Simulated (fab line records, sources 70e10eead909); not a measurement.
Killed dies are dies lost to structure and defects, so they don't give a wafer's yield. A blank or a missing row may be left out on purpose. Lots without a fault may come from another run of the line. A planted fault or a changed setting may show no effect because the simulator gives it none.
fab line records | flow nand_harc
record lots=24 wafers=72 last_day=34
route steps=1302 shown A_M0@1148 A_M1@1185 THIN_TSV@1250
lots that met no fault: from a run of the same line without faults
start_h: hours from the record's first day to the start of the lot's first wafer shown | wait_h: hours since the lot's step before | " the same as in the row above | L1.1+2: a row that stands for several wafers | - no value, or no start given | * or withheld: withheld | < > ~ a bound
route shown NAME@n: a module of which the file shows steps, and the number in the route of the first | usual: mean/standard deviation of fault-free wafers | same: alike in all rows | chamber/n: place in a boat | sites: the reading at each site | _std_site: their standard deviation | _edge_site: outer sites' mean less inner sites' | radius_mm: how far each site lies from the wafer's centre | mask NAME#n: copy n | behind: the tool/chamber that last shaped the wafer | hold: why the lot was held/for how many hours/how that ended | device: the transistor (n, p or np) that didn't switch | end of line: the same wafers' tests at the end of the route | a step without rows: its recipe alone | killed: dies lost to structure and defects at the first sort, not the wafer's yield | map: a wafer's dies, x killed, . not, _ none there
set.NAME: the setting as run; set.NAME@STEP: as run at that earlier step | model.NAME: the simulator's own value behind a step, which no gauge read
steps of the route over a sample of lots; a table a step, a row a wafer
services: from which hour (start_h, from the record's first day; less than 0 if before it) a tool's chamber was out of use, for how many hours, and why
## steps
# step NHARC_A_M0_OVL_MEAS_10
# recipe pitch_nm=160
# usual overlay_x_nm=-0.1/0.71 overlay_y_nm=-0.1/0.76
# columns lot.wafer tool chamber start_h wait_h overlay_x_nm overlay_y_nm
L074.1 overlay-02 - 506.34 - -1.4 -0.5
L074.2 " - " " -1.2 -0.8
L074.6 " - " " -1.4 -0.7
L076.1 overlay-01 - 542.14 - 0.6 0.1
L076.2 " - " " -0.2 1.1
L076.6 " - " " 0.1 0.3
L075.3 overlay-02 - 544.06 - -0.7 0.1
L075.4 " - " " -0.3 -0.1
L075.6 " - " " -0.7 -0.2
L077.2 overlay-02 - 548.52 - 0.5 1.0
L077.3 " - " " 0.4 0.5
L077.4 " - " " 0.8 0.5
L078.1 overlay-02 - 555.59 - -0.1 -0.2
L078.3 " - " " -0.4 -0.9
L078.6 " - " " -0.4 -0.4
L079.4 overlay-02 - 571.96 - -1.5 -1.2
L079.5 " - " " -2.4 -0.8
L079.6 " - " " -1.9 -1.0
L080.1 overlay-01 - 593.83 - -0.6 -1.1
L080.2 " - " " -0.8 -1.2
L080.5 " - " " -0.8 -1.3
L081.1 overlay-01 - 609.01 - -0.6 0.6
L081.4 " - " " 0.2 0.8
L081.5 " - " " 0.0 0.9
L082.3 overlay-01 - 611.00 - -0.5 0.2
L082.5 " - " " 0.0 0.2
L082.6 " - " " -0.5 0.2
L085.1 overlay-02 - 636.13 - 0.1 0.1
L085.2 " - " " -0.3 -0.2
L085.4 " - " " 0.1 0.1
L084.2 overlay-01 - 641.69 - 0.3 -0.2
L084.3 " - " " -0.3 0.0
L084.4 " - " " 0.5 -0.1
L083.1 overlay-02 - 646.14 - 0.8 1.2
L083.3 " - " " 0.3 0.6
L083.6 " - " " 0.3 0.5
L087.1 overlay-02 - 648.69 - 0.2 -0.6
L087.5 " - " " -0.4 -0.7
L087.6 " - " " -0.3 -1.0
L086.1 overlay-01 - 654.83 - -2.0 0.3
L086.2 " - " " -1.4 0.1
L086.6 " - " " -1.3 1.1
L088.2 overlay-01 - 660.96 - 0.3 0.5
L088.3 " - " " 0.1 0.6
L088.6 " - " " -0.1 0.2
L090.2 overlay-02 - 662.01 - 0.8 0.2
L090.3 " - " " 0.6 0.6
L090.5 " - " " 0.0 0.7
L089.3 overlay-02 - 668.67 - 0.7 -0.3
L089.4 " - " " 1.3 0.0
L089.5 " - " " 1.4 -0.5
L091.1 overlay-02 - 693.97 - -0.8 1.6
L091.4 " - " " -1.1 1.3
L091.6 " - " " -0.5 1.1
L092.1 overlay-01 - 702.63 - 0.1 -1.2
L092.3 " - " " -0.1 -0.2
L092.4 " - " " 0.0 -0.1
L093.1 overlay-01 - 717.36 - 0.8 -0.9
L093.3 " - " " 0.5 -0.8
L093.4 " - " " -0.2 -0.1
L094.2 overlay-02 - 719.29 - 0.6 -1.2
L094.5 " - " " 0.7 -0.6
L094.6 " - " " 0.4 -1.0
L096.3 overlay-01 - 725.94 - -0.3 -0.4
L096.4 " - " " -0.2 -0.6
L096.6 " - " " 0.0 -0.7
L095.1 overlay-01 - 729.88 - 1.1 -0.1
L095.2 " - " " 0.7 0.0
L095.3 " - " " 0.9 -0.5
L097.2 overlay-01 - 770.73 - -0.1 0.2
L097.3 " - " " 0.0 -0.1
L097.4 " - " " 0.4 -0.5
# step NHARC_A_M0_ETCH_34
# recipe target_depth_a=400 overetch_a=120 time_s=43.94 ion_energy_ev=200 n2_flow_sccm=150 h2_flow_sccm=150 ar_flow_sccm=0 rf_w=400 bias_w=150 chemistry=N2/H2
# usual drypump_motor_current_A=5.7/0.45 oes_product_au=0.999/0.011 rf_vpp_V=430.9/2.8 showerhead_plenum_p_Torr=2.06/0.096 throttle_valve_pct=14.170/0.0079
# columns lot.wafer tool chamber start_h wait_h drypump_motor_current_A oes_product_au rf_hours_counter_h rf_vpp_V showerhead_plenum_p_Torr throttle_valve_pct
L074.1 rie_diel-10 0 506.52 0.1 5.5 0.997 3.4 430.1 2.03 14.184
L074.2 " 3 " " 6.7 0.996 3.2 431.7 2.04 14.158
L074.6 " 1 " " 5.4 0.985 - 434.6 2.18 14.181
L076.2 rie_diel-01 1 542.33 0.1 5.6 1.000 6.1 427.6 1.94 14.169
L076.1 " 3 " " 5.5 1.015 7.7 432.6 2.20 14.173
L076.6 " 0 " " 4.9 1.011 - 431.7 2.08 14.178
L075.4 rie_diel-10 3 544.24 0.1 6.6 1.006 5.4 430.1 2.04 14.175
L075.3 " 2 " " 5.8 1.004 5.5 434.9 2.17 14.171
L075.6 " 3 " " 6.7 0.998 - 430.6 2.04 14.165
L077.2 rie_diel-01 0 548.71 0.1 4.9 1.011 7.4 431.0 2.08 14.173
L077.3 " 1 " " 5.6 1.008 6.3 427.0 1.94 14.170
L077.4 " 2 " " 6.2 1.019 6.6 430.4 2.00 14.169
L078.3 rie_diel-10 2 555.78 0.1 5.8 0.999 5.7 433.6 2.17 14.148
L078.1 " 3 " " 6.6 1.000 5.7 430.6 2.04 14.159
L078.6 " 0 " " 5.5 0.994 - 429.7 2.03 14.170
L079.4 rie_diel-01 0 572.15 0.1 4.9 1.012 0.3 430.7 2.08 14.179
L079.5 " 3 " " 5.5 0.999 - 435.6 2.20 14.166
L079.6 " 0 " " 4.9 1.007 - 430.2 2.08 14.169
L080.1 rie_diel-10 1 594.01 0.1 5.5 1.003 8.1 433.1 2.18 14.166
L080.2 " 0 " " 5.5 0.991 7.0 429.3 2.03 14.163
L080.5 " 2 " " 5.8 0.995 - 434.4 2.16 14.160
L081.4 rie_diel-03 2 609.19 0.1 5.9 1.004 7.9 427.8 1.90 14.182
L081.1 " 3 " " 5.5 0.993 7.6 430.7 2.05 14.171
L081.5 " 3 " " 5.5 0.997 - 431.7 2.05 14.186
L082.3 rie_diel-03 1 611.19 0.1 5.3 0.996 8.7 426.3 1.95 14.168
L082.5 " 0 " " 5.9 1.030 - 433.1 2.13 14.174
L082.6 " 1 " " 5.3 0.997 - 429.4 1.95 14.170
L085.4 rie_diel-01 0 636.32 0.1 4.8 1.018 4.1 431.6 2.07 14.176
L085.1 " 2 " " 6.2 0.992 3.7 428.9 2.00 14.169
L085.2 " 3 " " 5.5 1.011 3.8 434.2 2.20 14.166
L084.2 rie_diel-10 0 642.02 0.2 5.5 0.967 1.4 430.0 2.03 14.176
L084.4 " 1 " " 5.4 0.988 1.5 433.7 2.18 14.169
L084.3 " 2 " " 5.8 0.991 1.5 433.9 2.16 14.176
L083.3 rie_diel-03 2 646.32 0.1 5.9 0.992 0.0 425.4 1.90 14.172
L083.1 " 3 " " 5.5 1.001 0.0 430.1 2.05 14.162
L083.6 " 1 " " 5.3 0.991 - 427.6 1.95 14.176
L087.1 rie_diel-01 3 648.91 0.1 5.5 1.004 4.6 435.7 2.20 14.186
L087.6 " 3 " " 5.5 1.005 - 435.4 2.20 14.176
L087.5 " 2 " " 6.2 0.995 - 429.9 2.00 14.153
L086.1 rie_diel-01 3 655.02 0.1 5.5 1.014 4.9 434.6 2.20 14.166
L086.2 " 0 " " 4.9 1.016 5.2 432.0 2.07 14.166
L086.6 " 2 " " 6.2 0.999 - 429.4 2.00 14.173
L088.3 rie_diel-01 0 661.16 0.1 4.9 1.007 5.3 431.5 2.07 14.155
L088.2 " 1 " " 5.6 0.974 5.2 428.0 1.94 14.180
L088.6 " 3 " " 5.5 1.013 - 435.2 2.20 14.170
L090.3 rie_diel-03 1 662.19 0.1 5.2 1.005 1.9 428.8 1.95 14.165
L090.2 " 2 " " 5.8 1.006 2.8 425.8 1.90 14.187
L090.5 " 2 " " 5.9 1.001 - 426.2 1.90 14.166
L089.3 rie_diel-01 3 668.86 0.1 5.5 1.009 5.8 434.3 2.20 14.176
L089.4 " 1 " " 5.6 0.985 5.9 426.8 1.94 14.180
L089.5 " 3 " " 5.5 1.007 - 433.3 2.20 14.182
L091.1 rie_diel-10 2 694.16 0.1 5.8 0.994 4.3 434.1 2.16 14.167
L091.4 " 3 " " 6.6 1.009 4.3 429.4 2.03 14.171
L091.6 " 2 " " 5.8 0.997 - 434.0 2.16 14.177
L092.4 rie_diel-01 2 702.82 0.1 6.2 1.006 6.7 429.7 1.99 14.168
L092.1 " 3 " " 5.5 1.003 7.1 434.3 2.20 14.168
L092.3 " 0 " " 4.9 1.019 7.4 431.1 2.07 14.176
L093.1 rie_diel-10 1 717.55 0.1 5.4 0.985 4.9 436.0 2.18 14.169
L093.4 " 2 " " 5.8 0.998 5.7 432.5 2.16 14.182
L093.3 " 3 " " 6.6 1.016 5.7 429.8 2.03 14.166
L094.2 rie_diel-03 1 719.47 0.1 5.3 0.999 4.9 428.5 1.95 14.165
L094.5 " 1 " " 5.3 0.989 - 428.3 1.95 14.159
L094.6 " 2 " " 5.9 1.005 - 425.1 1.90 14.178
L096.4 rie_diel-01 0 726.12 0.1 4.9 1.017 8.3 431.5 2.07 14.172
L096.3 " 1 " " 5.6 0.982 8.2 427.8 1.94 14.170
L096.6 " 0 " " 4.9 1.014 - 432.2 2.07 14.163
L095.3 rie_diel-10 2 730.06 0.1 5.8 1.004 5.9 435.0 2.16 14.180
L095.2 " 3 " " 6.7 1.008 6.0 429.4 2.03 14.174
L095.1 " 1 " " 5.4 0.983 5.1 433.8 2.18 14.163
L097.4 rie_diel-10 2 770.91 0.1 5.8 0.993 7.7 433.4 2.16 14.168
L097.2 " 3 " " 6.6 1.001 8.8 430.8 2.03 14.176
L097.3 " 1 " " 5.5 0.997 6.7 433.6 2.18 14.168
# step NHARC_A_M0_CMP_23
# recipe t_overpolish_s=20 target_thk_nm=113.75
# usual motor_current_A=12.2/0.85 slurry_flow_ml_min=150.1/0.41 time_to_endpoint_s=29.3/2.1
# columns lot.wafer tool chamber start_h wait_h motor_current_A slurry_flow_ml_min time_to_endpoint_s
L074.1 cmp-02 1 508.43 - 14.0 150.7 24.3
L074.2 " 0 " " 13.5 150.4 27.9
L074.6 " 1 " " 13.6 150.1 25.5
L076.1 cmp-04 2 544.26 - 11.1 149.8 28.8
L076.2 " 0 " " 11.6 150.3 29.1
L076.6 " 1 " " 11.1 149.8 28.7
L075.4 cmp-04 1 546.23 - 11.1 150.7 29.1
L075.3 " 2 " " 12.0 150.0 28.0
L075.6 " 1 " " 11.1 150.8 29.6
L077.4 cmp-01 0 550.74 - 12.5 149.7 33.8
L077.3 " 1 " " 11.2 150.0 30.9
L077.2 " 3 " " 13.6 150.1 30.6
L078.3 cmp-04 0 557.75 - 11.0 150.3 28.0
L078.1 " 1 " " 11.2 149.7 30.4
L078.6 " 3 " " 11.4 149.4 31.0
L079.4 cmp-02 2 574.11 - 12.2 149.6 31.5
L079.5 " 2 " " 12.3 150.2 30.9
L079.6 " 3 " " 11.1 149.7 28.2
L080.2 cmp-01 0 595.93 - 12.7 149.3 32.1
L080.1 " 1 " " 11.4 150.0 29.8
L080.5 " 1 " " 11.6 150.1 31.3
L081.4 cmp-04 3 611.12 - 11.5 149.7 28.1
L081.1 " 2 " " 12.1 150.6 28.3
L081.5 " 3 " " 10.7 149.8 29.1
L082.3 cmp-02 0 613.11 - 13.2 150.8 27.2
L082.5 " 0 " " 13.2 150.5 24.8
L082.6 " 1 " " 13.4 150.1 28.2
L085.4 cmp-02 0 638.24 - 12.6 150.4 28.6
L085.2 " 1 " " 12.7 149.6 25.8
L085.1 " 2 " " 12.3 150.3 31.1
L084.4 cmp-02 0 643.94 - 13.2 151.2 27.9
L084.2 " 1 " " 13.2 150.0 29.8
L084.3 " 3 " " 11.2 149.7 26.9
L083.3 cmp-04 2 648.35 - 11.8 150.0 27.7
L083.1 " 3 " " 10.8 149.6 27.9
L083.6 " 0 " " 11.2 149.6 30.2
L087.1 cmp-04 2 650.95 - 11.3 150.1 27.2
L087.5 " 3 " " 11.5 150.6 30.7
L087.6 " 0 " " 10.4 150.4 32.7
L086.1 cmp-01 0 656.94 - 12.1 150.1 28.2
L086.2 " 2 " " 12.2 150.6 29.7
L086.6 " 0 " " 12.2 150.6 31.4
L088.2 cmp-01 2 663.08 - 11.6 150.0 27.7
L088.3 " 3 " " 12.7 150.4 29.0
L088.6 " 2 " " 12.2 149.7 27.6
L090.3 cmp-02 1 664.16 - 13.6 149.9 25.1
L090.2 " 2 " " 11.8 149.4 26.7
L090.5 " 1 " " 13.2 150.4 26.4
L089.4 cmp-01 1 670.77 - 11.4 149.7 25.4
L089.3 " 2 " " 12.4 150.0 26.2
L089.5 " 1 " " 11.8 149.7 25.7
L091.4 cmp-01 2 696.07 - 12.2 149.6 30.0
L091.1 " 1 " " 11.5 150.2 29.8
L091.6 " 2 " " 12.3 150.0 30.1
L092.4 cmp-04 3 704.73 - 11.1 150.1 28.4
L092.1 " 1 " " 11.4 150.4 30.1
L092.3 " 2 " " 11.8 150.8 29.4
L093.3 cmp-01 0 719.46 - 13.0 149.8 30.4
L093.1 " 1 " " 12.2 149.5 29.8
L093.4 " 3 " " 12.5 150.1 29.9
L094.2 cmp-02 0 721.48 - 12.9 150.3 29.5
L094.5 " 3 " " 11.6 150.5 27.0
L094.6 " 0 " " 13.3 150.3 31.6
L096.3 cmp-02 2 728.06 - 12.4 149.6 31.5
L096.4 " 0 " " 12.6 149.4 30.2
L096.6 " 1 " " 13.8 149.4 28.2
L095.1 cmp-01 3 732.02 - 13.3 150.2 32.6
L095.2 " 0 " " 12.4 149.9 32.8
L095.3 " 2 " " 11.9 149.8 30.2
L097.4 cmp-02 0 773.05 - 12.7 149.1 31.7
L097.3 " 1 " " 13.7 149.9 29.5
L097.2 " 2 " " 12.0 150.6 33.4
# step NHARC_A_M1_CD_MEAS_16
# usual cd_nm=120.0/0.74
# columns lot.wafer tool chamber start_h wait_h cd_nm
L074.1 cd_sem-01 - 510.67 - 119.8
L074.2 " - " " 120.0
L074.6 " - " " 118.1
L076.1 cd_sem-02 - 546.46 - 120.5
L076.2 " - " " 119.3
L076.6 " - " " 118.9
L075.3 cd_sem-02 - 548.43 - 119.1
L075.4 " - " " 120.2
L075.6 " - " " 119.6
L077.2 cd_sem-03 - 553.74 - 118.8
L077.3 " - " " 120.0
L077.4 " - " " 120.3
L078.1 cd_sem-03 - 559.98 - 119.9
L078.3 " - " " 119.2
L078.6 " - " " 120.0
L079.4 cd_sem-02 - 576.47 - 120.3
L079.5 " - " " 119.2
L079.6 " - " " 120.9
L080.1 cd_sem-03 - 598.87 - 121.0
L080.2 " - " " 120.5
L080.5 " - " " 120.7
L081.1 cd_sem-02 - 613.34 - 119.8
L081.4 " - " " 120.8
L081.5 " - " " 118.3
L082.3 cd_sem-03 - 615.47 - 120.3
L082.5 " - " " 119.0
L082.6 " - " " 120.2
L085.1 cd_sem-03 - 640.60 - 120.1
L085.2 " - " " 121.2
L085.4 " - " " 120.8
L084.2 cd_sem-01 - 646.30 - 119.3
L084.3 " - " " 119.4
L084.4 " - " " 120.0
L083.1 cd_sem-03 - 650.67 - 120.2
L083.3 " - " " 120.3
L083.6 " - " " 121.0
L087.1 cd_sem-03 - 653.19 - 119.4
L087.5 " - " " 119.3
L087.6 " - " " 119.9
L086.1 cd_sem-01 - 659.30 - 121.1
L086.2 " - " " 119.7
L086.6 " - " " 120.4
L088.2 cd_sem-01 - 665.35 - 120.4
L088.3 " - " " 120.4
L088.6 " - " " 120.5
L090.2 cd_sem-02 - 666.53 - 120.1
L090.3 " - " " 120.5
L090.5 " - " " 119.9
L089.3 cd_sem-03 - 673.12 - 119.7
L089.4 " - " " 119.0
L089.5 " - " " 121.0
L091.1 cd_sem-03 - 698.30 - 120.0
L091.4 " - " " 121.5
L091.6 " - " " 119.4
L092.1 cd_sem-02 - 707.12 - 118.0
L092.3 " - " " 119.9
L092.4 " - " " 119.2
L093.1 cd_sem-02 - 721.70 - 120.8
L093.3 " - " " 121.2
L093.4 " - " " 121.0
L094.2 cd_sem-01 - 723.69 - 121.1
L094.5 " - " " 119.7
L094.6 " - " " 121.8
L096.3 cd_sem-03 - 730.41 - 120.3
L096.4 " - " " 119.3
L096.6 " - " " 120.4
L095.1 cd_sem-02 - 734.35 - 119.4
L095.2 " - " " 120.0
L095.3 " - " " 119.9
L097.2 cd_sem-02 - 775.26 - 120.0
L097.3 " - " " 118.9
L097.4 " - " " 119.7
# step NHARC_THIN_TSV_DEP_43
# recipe target_thk_a=13285 temp_c=withheld pressure_torr=6.5 rf_w=900 teos_flow_sccm=161.4 flow_sccm=2650 target_thk_nm=1328.5 gas=O2 material=SiO2
# usual showerhead_vpp_V=1888/69 throttle_valve_pct=16.1/0.41
# columns lot.wafer tool chamber start_h wait_h showerhead_vpp_V throttle_valve_pct
L074.2 pecvd-01 1 531.48 - 1742 15.8
L074.1 " 2 " " 1883 16.0
L074.6 " 0 " " 2006 15.8
L075.3 pecvd-02 1 565.23 - 1818 15.7
L075.4 " 0 " " 1846 16.9
L075.6 " 1 " " 1810 16.0
L076.2 pecvd-04 0 566.34 - 1912 15.1
L076.1 " 2 " " 1896 15.6
L076.6 " 1 " " 1981 16.0
L077.2 pecvd-02 2 573.19 - 1952 16.3
L077.3 " 1 " " 1824 15.8
L077.4 " 0 " " 1845 16.7
L078.1 pecvd-02 1 578.39 - 1812 15.7
L078.3 " 2 " " 1942 16.5
L078.6 " 1 " " 1809 15.7
L079.5 pecvd-01 2 604.26 - 1883 15.9
L079.6 " 0 " " 2001 15.9
L079.4 " 1 " " 1787 16.1
L080.1 pecvd-02 2 617.33 - 1947 16.3
L080.2 " 1 " " 1811 15.2
L080.5 " 2 " " 1926 16.2
L081.1 pecvd-02 2 631.89 - 1952 16.5
L081.5 " 0 " " 1842 16.6
L081.4 " 1 " " 1771 15.5
L082.3 pecvd-01 2 633.05 - 1905 16.1
L082.5 " 1 " " 1800 16.1
L082.6 " 2 " " 1868 16.0
L085.2 pecvd-02 1 661.58 - 1796 15.5
L085.1 " 0 " " 1847 16.7
L085.4 " 2 " " 1931 16.4
L084.3 pecvd-04 2 662.80 - 1892 15.4
L084.2 " 1 " " 1961 16.4
L084.4 " 1 " " 1945 16.5
L083.3 pecvd-01 1 669.05 - 1783 16.4
L083.1 " 2 " " 1906 16.2
L083.6 " 0 " " 1995 16.2
L087.1 pecvd-04 1 670.31 - 1959 16.3
L087.6 " 0 " " 1904 15.2
L087.5 " 1 " " 1924 16.2
L086.2 pecvd-04 0 677.72 - 1883 15.7
L086.1 " 1 " " 1970 16.2
L086.6 " 2 " " 1912 15.1
L088.3 pecvd-02 0 685.49 - 1872 16.8
L088.2 " 2 " " 1946 16.5
L088.6 " 2 " " 1941 16.4
L090.2 pecvd-04 2 686.69 - 1897 15.4
L090.3 " 0 " " 1892 15.7
L090.5 " 0 " " 1884 15.8
L089.3 pecvd-02 0 694.50 - 1863 16.5
L089.4 " 0 " " 1865 16.4
L089.5 " 1 " " 1787 15.6
L091.1 pecvd-01 2 717.24 - 1851 16.2
L091.4 " 2 " " 1871 16.2
L091.6 " 0 " " 2028 16.2
L092.3 pecvd-01 1 728.37 - 1805 16.1
L092.1 " 2 " " 1896 16.1
L092.4 " 2 " " 1888 16.3
L093.1 pecvd-04 0 745.73 - 1911 15.8
L093.3 " 2 " " 1930 15.8
L093.4 " 2 " " 1873 15.4
L094.2 pecvd-04 1 746.96 - 1944 16.6
L094.5 " 1 " " 1966 16.5
L094.6 " 2 " " 1890 15.5
L096.3 pecvd-01 2 756.03 - 1884 16.2
L096.4 " 2 " " 1900 16.2
L096.6 " 1 " " 1804 16.5
L095.2 pecvd-01 1 757.22 - 1796 16.2
L095.3 " 2 " " 1868 16.2
L095.1 " 0 " " 1998 16.5
L097.3 pecvd-01 0 793.82 - 2039 16.7
L097.2 " 1 " " 1826 16.3
L097.4 " 1 " " 1786 16.6
# step NHARC_THIN_TSV_STRIP_45
# recipe power_w=1500 temp_c=250 chemistry=O2
# usual drypump_motor_current_A=5.9/0.33 heater_power_w=339/19 temp_c=250.02/0.19
# columns lot.wafer tool chamber start_h wait_h drypump_motor_current_A heater_power_w rf_hours_counter_h temp_c
L074.2 plasma_asher-02 0 533.17 0.1 5.8 301 19 250.22
L074.1 " 1 " " 5.5 360 19 250.12
L074.6 " 1 " " 5.5 346 - 250.06
L075.3 plasma_asher-02 0 566.98 0.2 5.8 302 - 249.91
L075.4 " 1 " " 5.5 367 - 249.84
L075.6 " 0 " " 5.8 305 - 249.91
L076.1 plasma_asher-01 1 568.21 0.1 6.4 348 7 250.19
L076.2 " 0 " " 5.7 324 7 249.70
L076.6 " 0 " " 5.7 337 - 249.84
L077.2 plasma_asher-01 1 575.05 0.1 6.4 350 10 250.08
L077.3 " 1 " " 6.4 339 - 249.91
L077.4 " 0 " " 5.7 327 - 250.12
L078.1 plasma_asher-02 1 580.12 0.1 5.5 353 29 250.05
L078.3 " 1 " " 5.5 360 - 250.43
L078.6 " 0 " " 5.8 315 - 250.06
L079.4 plasma_asher-01 1 605.98 0.2 6.4 342 - 250.46
L079.6 " 1 " " 6.4 342 - 250.13
L079.5 " 0 " " 5.7 330 - 250.01
L080.1 plasma_asher-01 1 619.06 0.1 6.4 356 17 249.87
L080.2 " 0 " " 5.7 330 17 249.98
L080.5 " 0 " " 5.7 329 - 250.04
L081.1 plasma_asher-02 1 633.68 0.1 5.5 363 1 250.44
L081.4 " 0 " " 5.8 308 - 249.89
L081.5 " 0 " " 5.8 322 - 250.00
L082.3 plasma_asher-02 0 635.04 0.2 5.8 320 - 250.04
L082.5 " 1 " " 5.5 363 - 249.66
L082.6 " 0 " " 5.8 323 - 250.06
L085.1 plasma_asher-01 0 663.46 0.1 5.7 326 29 250.23
L085.2 " 1 " " 6.4 351 29 249.55
L085.4 " 1 " " 6.4 349 - 249.77
L084.2 plasma_asher-02 1 664.67 0.1 5.5 360 8 250.22
L084.3 " 1 " " 5.5 366 - 249.90
L084.4 " 0 " " 5.8 318 - 250.04
L083.1 plasma_asher-02 0 671.39 0.4 5.8 320 9 249.92
L083.3 " 1 " " 5.5 366 - 249.97
L083.6 " 1 " " 5.5 360 - 250.10
L087.1 plasma_asher-01 1 672.18 0.1 6.4 348 32 249.88
L087.6 " 0 " " 5.7 321 - 249.96
L087.5 " 1 " " 6.4 343 - 249.79
L086.2 plasma_asher-01 0 679.71 0.1 5.7 326 33 249.87
L086.1 " 1 " " 6.4 340 33 250.26
L086.6 " 0 " " 5.7 329 - 249.82
L088.2 plasma_asher-01 1 687.28 0.1 6.4 352 35 250.11
L088.3 " 0 " " 5.7 326 - 250.30
L088.6 " 1 " " 6.4 346 - 249.99
L090.2 plasma_asher-02 0 688.60 0.1 5.8 315 13 250.14
L090.3 " 1 " " 5.5 367 - 250.03
L090.5 " 1 " " 5.5 366 - 249.95
L089.4 plasma_asher-02 0 696.41 0.2 5.8 318 - 250.32
L089.3 " 1 " " 5.5 367 - 249.65
L089.5 " 0 " " 5.8 312 - 250.48
L091.1 plasma_asher-01 1 719.13 0.1 6.4 347 3 250.17
L091.4 " 0 " " 5.7 357 - 249.90
L091.6 " 0 " " 5.7 345 - 250.06
L092.1 plasma_asher-01 0 730.23 0.1 5.7 341 7 250.14
L092.3 " 0 " " 5.7 341 - 249.96
L092.4 " 1 " " 6.4 336 - 250.20
L093.1 plasma_asher-01 0 747.52 0.1 5.7 350 10 250.01
L093.3 " 1 " " 6.4 341 - 250.06
L093.4 " 0 " " 5.7 351 - 250.00
L094.2 plasma_asher-01 0 748.83 0.1 5.7 345 11 250.22
L094.6 " 1 " " 6.4 343 - 250.17
L094.5 " 0 " " 5.7 341 - 250.30
L096.4 plasma_asher-02 0 758.01 0.2 5.8 315 - 249.92
L096.3 " 1 " " 5.5 367 - 249.80
L096.6 " 0 " " 5.8 318 - 249.97
L095.2 plasma_asher-02 0 759.10 0.1 5.8 320 26 250.01
L095.1 " 1 " " 5.5 371 26 249.96
L095.3 " 0 " " 5.8 322 - 250.19
L097.2 plasma_asher-01 1 795.87 0.1 6.4 343 19 249.57
L097.3 " 0 " " 5.7 359 - 250.15
L097.4 " 1 " " 6.4 341 - 250.21
## services
# columns tool chamber start_h hours kind
rie_diel-01 1 491.53 8.5 repair
pecvd-01 - 492.00 13.0 pm
rie_diel-10 0 518.21 18.0 repair
plasma_asher-01 - 519.25 9.0 pm
cmp-02 - 526.53 4.0 pm
plasma_asher-02 - 527.39 2.7 repair
rie_diel-01 - 557.80 9.0 pm
plasma_asher-02 - 575.22 0.5 repair
plasma_asher-01 - 585.62 1.5 repair
rie_diel-10 - 596.50 9.0 pm
plasma_asher-02 - 614.51 3.7 repair
plasma_asher-02 - 621.29 9.0 pm
cmp-02 - 624.53 4.0 pm
cmp-02 - 635.36 1.6 repair
cmp-02 - 646.98 2.1 repair
rie_diel-10 0 651.72 6.3 repair
pecvd-01 - 673.00 13.0 pm
plasma_asher-01 - 696.48 9.0 pm
plasma_asher-01 - 710.63 1.2 repair
cmp-02 - 713.98 3.7 repair
cmp-02 - 722.53 4.0 pm
rie_diel-01 - 734.80 9.0 pm
rie_diel-10 1 735.59 13.2 repair
rie_diel-10 2 737.58 4.3 repair
## key
fault none
